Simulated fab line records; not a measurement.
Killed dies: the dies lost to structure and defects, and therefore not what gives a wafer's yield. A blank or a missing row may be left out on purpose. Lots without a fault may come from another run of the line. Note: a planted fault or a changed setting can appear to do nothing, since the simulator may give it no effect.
Which tool did it? + flow n5Finfet + 11 lots with 33 wafers sampled at 2 steps, on a route of 1938 steps

## WHAT THE GAUGES READ, wafer by wafer
N5_BEOL_M8_OVL_MEAS_29.
| lot  | measured     | on         | V7_OVL (nm)    |
|------|--------------|------------|----------------|
| L146 | day 11 00:57 | overlay-01 | 0.6 -0.3 0.2   |
| L147 | day 11 22:31 | overlay-02 | -1.6 0.0 -2.2  |
| L150 | day 12 09:41 | overlay-01 | 0.9 1.4 0.3    |
| L153 | day 12 20:51 | overlay-02 | 0.1 0.3 0.9    |
| L155 | day 13 13:41 | overlay-01 | 1.0 0.6 0.6    |
| L162 | day 16 00:06 | overlay-02 | 0.3 1.1 0.7    |
| L164 | day 16 00:16 | overlay-02 | -0.2 1.0 0.0   |
| L165 | day 16 00:19 | overlay-01 | -0.1 -1.1 -0.2 |
| L163 | day 16 08:01 | overlay-02 | 0.2 0.1 0.8    |
| L168 | day 17 04:44 | overlay-02 | 0.1 0.2 -0.2   |
| L167 | day 17 11:17 | overlay-02 | 0.9 -0.4 -0.6  |

N5_BEOL_M8_INSPECT_30: inspects for defects (brightfield).
| lot  | measured     | on               | rawDefectCount |
|------|--------------|------------------|----------------|
| L146 | day 11 01:00 | defectInspect-01 | 397 328 441    |
| L147 | day 11 22:35 | defectInspect-01 | 417 309 388    |
| L150 | day 12 09:44 | defectInspect-02 | 572 521 503    |
| L153 | day 12 20:55 | defectInspect-01 | 422 619 407    |
| L155 | day 13 13:45 | defectInspect-02 | 615 540 612    |
| L162 | day 16 00:09 | defectInspect-02 | 323 456 389    |
| L164 | day 16 00:19 | defectInspect-01 | 375 394 341    |
| L165 | day 16 00:22 | defectInspect-01 | 447 389 287    |
| L163 | day 16 08:04 | defectInspect-02 | 674 477 527    |
| L168 | day 17 04:47 | defectInspect-02 | 366 258 410    |
| L167 | day 17 11:21 | defectInspect-01 | 362 520 472    |

## EACH LOT AND THE TOOL THAT RAN IT (in order: tool; ch and the chambers of the sampled wafers; start)
No process step before these readings appears in the record.

## WHAT THE TOOLS THEMSELVES READ (means of the sampled wafers that have a number; where no wafer has one, the mark that the record gives instead)
The record holds no such reading with a usual standard deviation.

## THE ANSWER, worked out from the rows above alone
Rule: what is usual is taken from the lots themselves. Put in order of their means at a reading, lots are off if they are a third of the lots or fewer, leave a main group of 4 or more, and stand apart from it by a gap of 3 or more times the standard deviation of the main group's means; of several such gaps the widest counts. The tables above print the reading to a certain number of digits; a main group whose means all agree to those digits is not used. A lot without any number at a reading at which 4 lots or more have one is off too. The other lots that the step has rows for count as sound. Order of review: gauges by route order, followed by the tools' own readings, for which a lot's mean as printed above is used. The first step at which some lot is off is used, and at that step the reading that is off furthest; a lot without a number counts as furthest.
No lot is off at any reading shown: from this, nothing can be told.

## WHAT THE SIMULATOR HAD INSERTED
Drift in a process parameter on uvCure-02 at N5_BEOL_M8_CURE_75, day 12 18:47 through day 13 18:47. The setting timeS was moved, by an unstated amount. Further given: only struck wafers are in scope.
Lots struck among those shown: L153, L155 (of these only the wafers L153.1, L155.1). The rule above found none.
